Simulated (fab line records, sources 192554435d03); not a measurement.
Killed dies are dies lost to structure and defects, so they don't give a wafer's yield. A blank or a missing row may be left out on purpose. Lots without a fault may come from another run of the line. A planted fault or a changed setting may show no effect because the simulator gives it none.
Chamber matching | flow n5_finfet | N5_BEOL_M11_PECVD_70 on pecvd-04: 3 sister chambers
The step deposits SiO2 from TEOS/O2, target thk 20 nm, time 22.7 s. 3 wafers are shown with their chamber, then 7 later ones without.

WAFERS WITH THEIR CHAMBER
wafer  | chamber | throttle_valve_pct (%)
L085.4 | 0       | 22.4
L092.2 | 2       | 21.0
L092.3 | 1       | 24.2

WAFERS WITHOUT THEIR CHAMBER
wafer  | throttle_valve_pct (%)
L092.6 | 20.8
L093.1 | 20.8
L093.2 | 22.3
L093.6 | 24.1
L094.1 | 21.2
L094.2 | 24.0
L094.6 | 23.9

WHICH CHAMBER EACH WENT THROUGH
wafer  | from the rows above | in truth
L092.6 | 2                   | 2
L093.1 | 2                   | 2
L093.2 | 0                   | 0
L093.6 | 1                   | 1
L094.1 | 2                   | 2
L094.2 | 1                   | 1
L094.6 | 1                   | 1
Placed correctly: 7 of 7. Can't be placed from these rows: 0. Placed wrongly: 0.
How it was worked out, from the rows above alone: a wafer's distance from a chamber is the root of the sum, over the readings, of the square of ((its reading less the chamber's mean) divided by the reading's scatter). The wafer belongs to the nearest chamber; if the next one is less than 2 further off, it can't be placed. A chamber's mean is the mean of its shown wafers. The scatter: with one shown wafer a chamber, the root of the mean of the squares of how far each hidden wafer lies from its nearest shown one.
